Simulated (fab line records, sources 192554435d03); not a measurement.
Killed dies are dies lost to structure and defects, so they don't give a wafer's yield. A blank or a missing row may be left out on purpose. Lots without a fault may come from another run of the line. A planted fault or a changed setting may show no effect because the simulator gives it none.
fab line records | flow n5_finfet | part 1 of 2: steps 1 to 4 of 6
record lots=24 wafers=72 last_day=18
route steps=1938 shown BEOL_M6@1207
lots that met no fault: from a run of the same line without faults
start_h: hours from the record's first day to the start of the lot's first wafer shown | wait_h: hours since the lot's step before | " the same as in the row above | L1.1+2: a row that stands for several wafers | - no value, or no start given | * or withheld: withheld | < > ~ a bound
route shown NAME@n: a module of which the file shows steps, and the number in the route of the first | usual: mean/standard deviation of fault-free wafers | same: alike in all rows | chamber/n: place in a boat | sites: the reading at each site | _std_site: their standard deviation | _edge_site: outer sites' mean less inner sites' | radius_mm: how far each site lies from the wafer's centre | mask NAME#n: copy n | behind: the tool/chamber that last shaped the wafer | hold: why the lot was held/for how many hours/how that ended | device: the transistor (n, p or np) that didn't switch | end of line: the same wafers' tests at the end of the route | a step without rows: its recipe alone | killed: dies lost to structure and defects at the first sort, not the wafer's yield | map: a wafer's dies, x killed, . not, _ none there
set.NAME: the setting as run; set.NAME@STEP: as run at that earlier step | model.NAME: the simulator's own value behind a step, which no gauge read
steps of the route over a sample of lots; a table a step, a row a wafer
services: from which hour (start_h, from the record's first day; less than 0 if before it) a tool's chamber was out of use, for how many hours, and why
## steps
# step N5_BEOL_M6_CD_MEAS_11
# recipe target_cd_nm=38.5 landing_energy_ev=500 detector=se_inlens polarity=opening
# usual cd_nm=38.6/0.42
# columns lot.wafer tool chamber start_h wait_h cd_nm
L074.1 cd_sem-02 0 187.36 - 39.2
L074.4 " 0 " " 38.8
L074.5 " 0 " " 39.1
L076.1 cd_sem-01 0 200.42 - 38.7
L076.3 " 0 " " 38.8
L076.5 " 0 " " 38.2
L075.3 cd_sem-01 0 218.64 - 38.0
L075.5 " 0 " " 38.3
L075.6 " 0 " " 38.6
L078.1 cd_sem-02 0 222.97 - 38.9
L078.4 " 0 " " 38.5
L078.5 " 0 " " 38.9
L077.1 cd_sem-02 0 230.87 - 39.0
L077.5 " 0 " " 38.9
L077.6 " 0 " " 39.1
L083.1 cd_sem-02 0 247.50 - 38.3
L083.2 " 0 " " 38.7
L083.5 " 0 " " 37.9
L079.2 cd_sem-02 0 248.14 - 38.6
L079.4 " 0 " " 38.2
L079.6 " 0 " " 38.2
L081.1 cd_sem-01 0 251.63 - 38.3
L081.2 " 0 " " 37.7
L081.5 " 0 " " 37.9
L080.1 cd_sem-01 0 253.99 - 38.3
L080.2 " 0 " " 38.7
L080.5 " 0 " " 38.1
L082.2 cd_sem-02 0 265.17 - 39.6
L082.4 " 0 " " 38.9
L082.5 " 0 " " 39.1
L084.1 cd_sem-03 0 265.49 - 38.1
L084.4 " 0 " " 38.4
L084.5 " 0 " " 38.5
L087.3 cd_sem-03 0 268.61 - 38.8
L087.5 " 0 " " 38.7
L087.6 " 0 " " 38.9
L085.2 cd_sem-02 0 279.80 - 38.5
L085.5 " 0 " " 39.8
L085.6 " 0 " " 38.8
L086.1 cd_sem-03 0 285.32 - 38.4
L086.3 " 0 " " 38.5
L086.4 " 0 " " 38.3
L090.1 cd_sem-02 0 289.51 - 39.2
L090.4 " 0 " " 39.1
L090.5 " 0 " " 38.7
L088.1 cd_sem-02 0 294.34 - 38.6
L088.2 " 0 " " 37.8
L088.3 " 0 " " 38.7
L089.1 cd_sem-03 0 299.67 - 39.0
L089.4 " 0 " " 38.9
L089.6 " 0 " " 38.6
L091.1 cd_sem-03 0 314.43 - 38.7
L091.4 " 0 " " 38.6
L091.5 " 0 " " 38.4
L092.1 cd_sem-01 0 314.77 - 38.0
L092.4 " 0 " " 38.2
L092.5 " 0 " " 38.8
L093.1 cd_sem-02 0 320.14 - 38.9
L093.4 " 0 " " 39.3
L093.6 " 0 " " 39.1
L096.1 cd_sem-03 0 322.71 - 38.9
L096.3 " 0 " " 38.7
L096.5 " 0 " " 38.9
L094.1 cd_sem-03 0 325.50 - 37.9
L094.5 " 0 " " 37.8
L094.6 " 0 " " 38.4
L095.3 cd_sem-03 0 328.62 - 38.1
L095.5 " 0 " " 38.7
L095.6 " 0 " " 38.3
L097.2 cd_sem-01 0 347.61 - 38.9
L097.4 " 0 " " 38.3
L097.6 " 0 " " 38.6
# step N5_BEOL_M6_STRIP_19
# recipe chemistry=O2 power_w=400 temp_c=40 pressure_mtorr=30 rf_frequency_hz=6e+07 bias_power_w=0 overash_fraction=0.2 o2_flow_sccm=225
# usual drypump_motor_current_A=5.8/0.34 oes_product_au=0.80/0.079 rf_vpp_V=3.5/0.57 showerhead_plenum_p_Torr=2.13/0.07 temp_c=40.01/0.11 throttle_valve_pct=16.72/0.29
# columns lot.wafer tool chamber start_h wait_h drypump_motor_current_A oes_product_au rf_hours_counter_h rf_vpp_V showerhead_plenum_p_Torr temp_c throttle_valve_pct
L074.1 rie_diel-06 1 187.90 0.1 5.8 0.82 84 4.5 2.03 40.01 16.89
L074.4 " 2 " " 6.8 0.75 179 2.5 2.09 40.01 17.10
L074.5 " 0 " " 5.8 0.76 - 3.5 2.11 39.88 16.79
L076.1 rie_diel-06 1 200.90 0.1 5.8 0.81 89 3.2 2.03 40.09 16.90
L076.3 " 2 " " 6.8 0.74 185 2.1 2.08 39.95 17.10
L076.5 " 3 " " 5.4 0.83 - 2.8 2.12 40.10 16.52
L075.3 rie_diel-03 1 219.22 0.1 5.8 0.87 47 2.9 2.22 40.01 16.35
L075.5 " 3 " " 5.1 0.69 - 3.3 1.98 40.08 16.91
L075.6 " 0 " " 6.0 0.70 - 4.0 2.16 39.99 17.06
L078.1 rie_diel-01 0 223.48 0.1 5.5 0.87 48 3.2 2.04 39.98 16.86
L078.4 " 1 " " 5.5 0.80 123 3.4 2.11 40.00 16.35
L078.5 " 1 " " 5.5 0.80 - 3.3 2.11 39.97 16.35
L077.1 rie_diel-01 1 231.34 0.1 5.5 0.80 126 3.7 2.11 40.07 16.37
L077.5 " 2 " " 5.9 0.71 - 3.5 2.17 40.10 16.93
L077.6 " 1 " " 5.5 0.80 - 3.2 2.11 40.06 16.38
L083.1 rie_diel-03 1 248.03 0.1 5.8 0.87 56 2.7 2.22 40.10 16.37
L083.2 " 0 " " 6.0 0.71 246 3.5 2.16 39.87 17.10
L083.5 " 0 " " 6.0 0.70 - 3.6 2.16 39.94 17.09
L079.2 rie_diel-03 1 248.84 0.1 5.8 0.86 57 3.6 2.22 40.09 16.38
L079.4 " 1 " " 5.8 0.86 - 3.1 2.22 40.11 16.39
L079.6 " 2 " " 5.6 0.78 - 3.6 2.20 39.92 16.88
L081.1 rie_diel-03 2 252.15 0.1 5.6 0.78 130 3.7 2.20 39.88 16.87
L081.2 " 0 " " 6.0 0.70 247 3.5 2.16 39.93 17.09
L081.5 " 0 " " 6.0 0.70 - 3.8 2.16 40.22 17.08
L080.1 rie_diel-03 2 254.47 0.1 5.7 0.78 131 3.4 2.20 39.88 16.88
L080.2 " 0 " " 6.0 0.70 248 4.1 2.16 39.97 17.08
L080.5 " 0 " " 6.0 0.69 - 3.4 2.16 40.19 17.08
L082.2 rie_diel-01 1 265.74 0.1 5.5 0.78 137 3.5 2.11 40.05 16.39
L082.4 " 0 " " 5.5 0.84 63 2.9 2.03 39.90 16.92
L082.5 " 1 " " 5.5 0.78 - 3.8 2.11 39.91 16.39
L084.1 rie_diel-01 2 266.27 0.1 5.9 0.71 217 3.6 2.17 39.81 16.95
L084.4 " 0 " " 5.5 0.84 64 3.6 2.03 39.94 16.90
L084.5 " 2 " " 5.9 0.71 - 3.4 2.17 39.96 16.95
L087.3 rie_diel-03 3 269.52 0.1 5.1 0.68 248 3.5 1.98 39.99 16.92
L087.5 " 2 " " 5.6 0.78 - 2.7 2.20 39.96 16.87
L087.6 " 3 " " 5.1 0.69 - 3.3 1.98 39.97 16.94
L085.2 rie_diel-01 0 280.28 0.1 5.5 0.84 69 4.0 2.03 40.23 16.91
L085.5 " 0 " " 5.4 0.84 - 3.8 2.03 40.16 16.93
L085.6 " 3 " " 6.1 0.86 - 3.2 2.04 39.98 16.21
L086.1 rie_diel-03 1 286.12 0.2 5.8 0.84 72 3.7 2.21 40.10 16.40
L086.3 " 0 " " 6.0 1.00 2 3.5 2.16 40.23 16.65
L086.4 " 0 " " 6.0 1.00 - 3.9 2.16 40.08 16.65
L090.1 rie_diel-03 0 290.52 0.1 6.0 0.99 4 2.9 2.16 40.11 16.66
L090.4 " 1 " " 5.8 0.83 - 3.7 2.21 40.04 16.42
L090.5 " 2 " " 5.7 0.76 - 4.5 2.19 39.87 16.91
L088.1 rie_diel-03 1 294.82 0.1 5.8 0.84 75 3.6 2.21 40.19 16.41
L088.2 " 0 " " 6.0 0.99 5 4.5 2.16 39.94 16.66
L088.3 " 2 " " 5.6 0.75 147 3.4 2.19 40.29 16.90
L089.1 rie_diel-03 0 300.14 0.1 6.0 0.97 8 2.6 2.16 40.02 16.65
L089.4 " 2 " " 5.7 0.76 - 2.3 2.19 39.96 16.93
L089.6 " 1 " " 5.8 0.83 - 3.5 2.21 39.92 16.42
L091.1 rie_diel-01 2 315.03 0.2 5.9 0.69 233 3.4 2.16 39.82 16.99
L091.4 " 3 " " 6.1 0.84 50 4.9 2.03 40.16 16.25
L091.5 " 1 " " 5.5 0.77 - 3.3 2.10 39.97 16.41
L092.1 rie_diel-01 0 315.24 0.1 5.5 0.81 80 3.0 2.03 40.04 16.93
L092.4 " 1 " " 5.5 0.76 154 2.8 2.10 40.13 16.42
L092.5 " 2 " " 5.9 0.70 - 3.0 2.16 39.98 16.96
L093.1 rie_diel-06 1 320.62 0.1 5.8 0.78 126 3.3 2.01 40.23 16.94
L093.4 " 0 " " 5.8 0.72 188 4.0 2.09 39.84 16.90
L093.6 " 2 " " 6.8 0.71 - 3.0 2.07 40.08 17.23
L096.1 rie_diel-03 3 323.19 0.1 5.1 0.95 8 3.3 2.24 40.05 16.48
L096.3 " 1 " " 5.8 0.83 84 3.9 2.21 39.95 16.45
L096.5 " 3 " " 5.1 0.97 - 4.8 2.24 39.96 16.49
L094.1 rie_diel-06 3 325.98 0.1 5.4 0.79 139 4.1 2.10 39.71 16.60
L094.5 " 2 " " 6.8 0.70 - 3.6 2.07 40.10 17.24
L094.6 " 3 " " 5.4 0.78 - 3.3 2.10 40.04 16.61
L095.3 rie_diel-01 0 329.10 0.1 5.5 0.81 84 3.3 2.03 40.02 16.94
L095.5 " 2 " " 5.9 0.69 - 2.3 2.16 40.00 17.00
L095.6 " 1 " " 5.5 0.76 - 3.4 2.10 39.88 16.42
L097.2 rie_diel-06 2 348.08 0.1 6.8 0.70 240 4.0 2.06 40.22 17.22
L097.4 " 0 " " 5.8 0.72 198 2.5 2.09 40.03 16.90
L097.6 " 2 " " 6.8 0.69 - 3.4 2.06 40.13 17.23
# step N5_BEOL_M6_CD_MEAS_28
# recipe target_cd_nm=40 landing_energy_ev=500 detector=se_inlens
# usual cd_nm=40.04/0.22
# columns lot.wafer tool chamber start_h wait_h cd_nm
L074.1 cd_sem-01 0 192.12 - 39.95
L074.4 " 0 " " 39.90
L074.5 " 0 " " 39.62
L076.1 cd_sem-01 0 202.02 - 40.01
L076.3 " 0 " " 40.16
L076.5 " 0 " " 39.74
L075.3 cd_sem-01 0 220.80 - 40.37
L075.5 " 0 " " 40.15
L075.6 " 0 " " 39.87
L078.1 cd_sem-01 0 224.48 - 40.09
L078.4 " 0 " " 39.77
L078.5 " 0 " " 40.11
L077.1 cd_sem-01 0 232.72 - 40.12
L077.5 " 0 " " 39.54
L077.6 " 0 " " 39.93
L083.1 cd_sem-03 0 249.65 - 39.83
L083.2 " 0 " " 39.98
L083.5 " 0 " " 39.71
L079.2 cd_sem-01 0 249.82 - 40.01
L079.4 " 0 " " 40.27
L079.6 " 0 " " 40.23
L081.1 cd_sem-01 0 252.71 - 39.97
L081.2 " 0 " " 39.75
L081.5 " 0 " " 39.88
L080.1 cd_sem-01 0 255.71 - 40.19
L080.2 " 0 " " 40.27
L080.5 " 0 " " 40.37
L082.2 cd_sem-01 0 269.23 - 40.21
L082.4 " 0 " " 40.17
L082.5 " 0 " " 40.12
L084.1 cd_sem-03 0 269.28 - 39.94
L084.4 " 0 " " 40.18
L084.5 " 0 " " 40.22
L087.3 cd_sem-01 0 270.06 - 39.99
L087.5 " 0 " " 40.08
L087.6 " 0 " " 40.11
L085.2 cd_sem-02 0 280.78 - 39.89
L085.5 " 0 " " 40.25
L085.6 " 0 " " 39.96
L086.1 cd_sem-03 0 288.48 - 39.86
L086.3 " 0 " " 39.94
L086.4 " 0 " " 40.02
L090.1 cd_sem-02 0 293.00 - 40.00
L090.4 " 0 " " 40.18
L090.5 " 0 " " 40.10
L088.1 cd_sem-01 0 295.20 - 40.16
L088.2 " 0 " " 40.18
L088.3 " 0 " " 39.74
L089.1 cd_sem-02 0 302.20 - 40.16
L089.4 " 0 " " 40.31
L089.6 " 0 " " 40.17
L091.1 cd_sem-01 0 316.75 - 39.81
L091.4 " 0 " " 39.58
L091.5 " 0 " " 39.96
L092.1 cd_sem-02 0 319.55 - 40.22
L092.4 " 0 " " 40.18
L092.5 " 0 " " 40.01
L093.1 cd_sem-03 0 320.99 - 40.20
L093.4 " 0 " " 40.18
L093.6 " 0 " " 40.33
L096.1 cd_sem-02 0 324.40 - 40.26
L096.3 " 0 " " 39.83
L096.5 " 0 " " 39.92
L094.1 cd_sem-03 0 326.48 - 40.30
L094.5 " 0 " " 40.26
L094.6 " 0 " " 40.17
L095.3 cd_sem-03 0 330.61 - 40.05
L095.5 " 0 " " 40.22
L095.6 " 0 " " 40.17
L097.2 cd_sem-01 0 348.60 - 40.03
L097.4 " 0 " " 39.95
L097.6 " 0 " " 40.08
# step N5_BEOL_M6_ETCH_65
# recipe chemistry=CF4 target=SiARC target_depth_a=156 mask_material=CAR-EUV time_s=26 ion_energy_ev=80 pressure_mtorr=40 source_w=545 bias_w=36 Ar_flow_sccm=100 cf4_flow_sccm=100 ends=cleared
# usual drypump_motor_current_A=5.8/0.4 etch_rf_on_time_s=26.0/0.35 oes_product_au=0.68/0.065 rf_fwd_power_W=532.3/1.9 rf_vpp_V=184.1/1.1 showerhead_plenum_p_Torr=2.16/0.06 throttle_valve_pct=15.67/0.29
# columns lot.wafer tool chamber start_h wait_h drypump_motor_current_A etch_rf_on_time_s oes_product_au rf_fwd_power_W rf_hours_counter_h rf_vpp_V showerhead_plenum_p_Torr throttle_valve_pct
L074.1 rie_diel-06 3 192.33 0.0 5.4 25.6 0.72 531.6 90 184.5 2.16 15.44
L074.4 " 0 " " 5.7 26.2 0.64 532.2 142 183.8 2.15 15.71
L074.5 " 0 " " 5.7 26.1 0.65 530.8 - 184.5 2.15 15.71
L076.1 rie_diel-06 3 202.58 0.0 5.4 25.7 0.71 527.9 94 184.3 2.16 15.44
L076.3 " 0 " " 5.7 26.6 0.63 531.4 146 184.5 2.15 15.71
L076.5 " 1 " " 5.8 26.0 0.70 532.7 - 183.8 2.08 15.84
L075.3 rie_diel-06 0 220.97 0.0 5.7 26.2 0.63 534.4 151 184.9 2.14 15.73
L075.5 " 3 " " 5.4 25.3 0.71 533.3 - 185.0 2.16 15.45
L075.6 " 0 " " 5.7 26.3 0.64 533.7 - 182.9 2.14 15.72
L078.1 rie_diel-01 0 224.70 0.0 5.5 26.2 0.74 533.2 48 184.4 2.10 15.87
L078.4 " 2 " " 5.9 26.2 0.61 534.5 202 186.5 2.21 15.84
L078.5 " 2 " " 5.9 26.1 0.61 533.3 - 184.5 2.21 15.85
L077.1 rie_diel-03 1 232.90 0.0 5.8 26.3 0.74 532.9 51 185.5 2.27 15.33
L077.5 " 1 " " 5.8 26.3 0.73 530.9 - 184.9 2.27 15.33
L077.6 " 0 " " 6.0 26.0 0.60 534.5 - 184.6 2.20 16.00
L083.1 rie_diel-01 2 249.82 0.0 5.9 26.0 0.61 535.1 212 185.7 2.21 15.87
L083.2 " 1 " " 5.5 25.5 0.67 529.7 131 184.5 2.15 15.29
L083.5 " 3 " " 6.1 25.7 0.75 530.7 - 183.6 2.10 15.19
L079.2 rie_diel-03 2 249.99 0.0 5.6 26.0 0.67 529.9 129 185.2 2.23 15.77
L079.4 " 2 " " 5.6 25.9 0.67 530.6 - 185.1 2.23 15.80
L079.6 " 0 " " 6.0 25.9 0.60 533.8 - 182.8 2.20 16.03
L081.1 rie_diel-01 3 252.88 0.0 6.1 25.7 0.75 533.9 31 183.6 2.09 15.19
L081.2 " 2 " " 5.9 26.1 0.60 533.4 213 184.4 2.21 15.87
L081.5 " 3 " " 6.1 25.9 0.74 530.7 - 183.3 2.09 15.18
L080.1 rie_diel-03 1 255.94 0.0 5.8 26.4 0.73 532.5 59 185.9 2.26 15.34
L080.2 " 2 " " 5.6 26.2 0.66 531.5 131 184.1 2.23 15.78
L080.5 " 0 " " 6.0 26.2 0.59 535.0 - 183.5 2.20 16.02
L082.2 rie_diel-01 2 269.75 0.0 5.9 26.6 0.60 533.6 219 184.4 2.21 15.87
L082.4 " 3 " " 6.1 26.6 0.73 532.9 37 183.3 2.09 15.19
L082.5 " 0 " " 5.5 26.4 0.71 535.4 - 182.1 2.09 15.89
L084.1 rie_diel-06 0 269.88 0.0 5.8 26.1 0.63 533.1 167 183.4 2.14 15.76
L084.4 " 0 " " 5.8 25.8 0.63 532.4 - 182.2 2.14 15.75
L084.5 " 3 " " 5.4 25.7 0.69 532.2 - 183.9 2.15 15.47
L087.3 rie_diel-06 0 270.38 0.0 5.7 26.2 0.63 530.4 167 182.9 2.14 15.75
L087.5 " 2 " " 6.8 26.5 0.62 534.4 - 183.4 2.13 16.16
L087.6 " 0 " " 5.8 26.0 0.63 532.1 - 184.0 2.14 15.77
L085.2 rie_diel-01 0 281.02 0.0 5.4 26.0 0.71 534.7 69 183.0 2.09 15.90
L085.5 " 3 " " 6.1 25.6 0.73 531.6 - 183.9 2.09 15.22
L085.6 " 0 " " 5.4 25.9 0.71 534.2 - 182.8 2.09 15.92
L086.1 rie_diel-03 0 288.97 0.0 6.0 25.6 0.85 531.4 3 185.5 2.20 15.53
L086.3 " 2 " " 5.6 26.2 0.65 530.6 145 185.5 2.23 15.80
L086.4 " 2 " " 5.7 26.4 0.65 531.3 - 183.8 2.23 15.81
L090.1 rie_diel-01 3 293.17 0.0 6.1 25.6 0.72 532.9 44 183.6 2.09 15.21
L090.4 " 0 " " 5.5 25.8 0.71 533.3 73 183.1 2.09 15.90
L090.5 " 1 " " 5.5 25.5 0.67 529.5 - 184.2 2.15 15.34
L088.1 rie_diel-03 1 295.47 0.0 5.8 26.5 0.70 530.0 75 185.3 2.26 15.38
L088.2 " 2 " " 5.7 26.2 0.65 532.5 147 185.4 2.23 15.82
L088.3 " 0 " " 6.0 25.9 0.83 535.4 6 184.9 2.20 15.54
L089.1 rie_diel-03 2 302.38 0.0 5.7 26.1 0.65 530.5 150 186.0 2.22 15.82
L089.4 " 1 " " 5.8 26.4 0.71 532.1 78 184.9 2.26 15.38
L089.6 " 0 " " 6.0 25.8 0.82 533.2 - 184.2 2.19 15.54
L091.1 rie_diel-03 0 316.92 0.0 6.0 25.7 0.82 535.7 13 184.6 2.19 15.56
L091.4 " 1 " " 5.8 26.4 0.70 532.4 82 185.2 2.25 15.38
L091.5 " 0 " " 6.0 25.7 0.81 534.1 - 184.4 2.19 15.56
L092.1 rie_diel-06 3 319.83 0.0 5.4 25.8 0.67 531.1 137 181.7 2.15 15.52
L092.4 " 0 " " 5.8 26.1 0.61 531.4 188 182.9 2.13 15.80
L092.5 " 1 " " 5.8 25.6 0.68 531.4 - 184.1 2.07 15.91
L093.1 rie_diel-06 0 321.17 0.0 5.8 26.0 0.62 530.4 188 183.9 2.13 15.80
L093.4 " 3 " " 5.4 25.3 0.68 530.2 138 183.7 2.15 15.52
L093.6 " 2 " " 6.8 26.2 0.61 530.9 - 182.9 2.12 16.19
L096.1 rie_diel-01 3 324.92 0.0 6.1 25.7 0.72 529.3 54 182.7 2.09 15.24
L096.3 " 1 " " 5.5 25.4 0.65 531.1 157 184.3 2.14 15.36
L096.5 " 1 " " 5.5 25.6 0.66 533.0 - 183.6 2.14 15.36
L094.1 rie_diel-01 3 326.83 0.0 6.1 25.8 0.71 532.1 54 183.4 2.09 15.25
L094.5 " 0 " " 5.4 26.3 0.69 534.2 - 182.5 2.09 15.92
L094.6 " 1 " " 5.5 25.4 0.66 529.9 - 183.8 2.14 15.36
L095.3 rie_diel-01 0 330.98 0.0 5.5 25.9 0.69 529.9 85 183.4 2.09 15.93
L095.5 " 2 " " 5.8 25.9 0.59 534.9 - 186.2 2.20 15.92
L095.6 " 1 " " 5.5 25.1 0.66 531.2 - 183.7 2.14 15.37
L097.2 rie_diel-06 3 348.77 0.0 5.4 26.0 0.66 531.6 147 184.2 2.14 15.54
L097.4 " 0 " " 5.7 26.4 0.60 531.2 198 184.2 2.13 15.81
L097.6 " 3 " " 5.4 25.8 0.66 530.9 - 183.9 2.14 15.55
